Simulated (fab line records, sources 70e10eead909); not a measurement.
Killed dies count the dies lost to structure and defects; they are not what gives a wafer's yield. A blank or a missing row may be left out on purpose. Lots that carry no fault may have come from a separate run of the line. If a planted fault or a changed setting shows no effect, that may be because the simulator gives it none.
Chamber matching + flow nandHarc + cmp-03 running NHARC_P_M0_CMP_23: 4 sister chambers
The step polishes, t overpolish 20 s, target thk 117.54 nm. 8 wafers are shown with their chamber, then 8 later ones without.

## WAFERS WITH THEIR CHAMBER
| wafer  | chamber | motorCurrentA (A) | timeToEndpointS (s) |
|--------|---------|-------------------|---------------------|
| L080.4 | 0       | 10.5              | 25.8                |
| L080.5 | 0       | 10.8              | 25.2                |
| L081.2 | 1       | 13.8              | 29.5                |
| L081.6 | 2       | 9.5               | 30.8                |
| L083.3 | 2       | 10.4              | 26.2                |
| L083.4 | 3       | 10.2              | 24.6                |
| L083.6 | 1       | 13.1              | 28.5                |
| L085.3 | 3       | 10.5              | 29.2                |

## WAFERS MISSING THEIR CHAMBER
| wafer  | motorCurrentA (A) | timeToEndpointS (s) |
|--------|-------------------|---------------------|
| L085.5 | 10.1              | 29.5                |
| L085.6 | 10.5              | 29.4                |
| L092.2 | 13.2              | 27.4                |
| L092.4 | 10.4              | 28.1                |
| L092.5 | 10.8              | 27.4                |
| L093.1 | 11.0              | 26.4                |
| L093.2 | 12.8              | 30.1                |
| L093.4 | 9.9               | 30.6                |

## THE CHAMBER EACH PASSED THROUGH
| wafer  | from the rows above          | in truth |
|--------|------------------------------|----------|
| L085.5 | can't be placed: 2 or 3 or 0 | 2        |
| L085.6 | can't be placed: 3 or 2 or 0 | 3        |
| L092.2 | 1                            | 1        |
| L092.4 | can't be placed: 3 or 2 or 0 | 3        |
| L092.5 | can't be placed: 0 or 3 or 2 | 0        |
| L093.1 | can't be placed: 0 or 3 or 2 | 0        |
| L093.2 | 1                            | 1        |
| L093.4 | can't be placed: 2 or 3 or 0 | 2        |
Correctly placed: 2 of 8. Unplaceable from these rows: 6, with the true chamber sitting among the candidates in 6. Placed wrongly: 0.
How it was worked out, from the rows above alone: a wafer's distance from a chamber is the root of the sum, over the readings, of the square of ((its reading less the chamber's mean) divided by the reading's scatter). The wafer belongs to the nearest chamber; if the next one is less than 2 further off, it can't be placed. The mean given for a chamber averages the wafers shown for that chamber. The scatter is the square root of a quotient: the sum, over the shown wafers, of each reading's squared deviation from its chamber's mean, divided by wafers minus chambers.
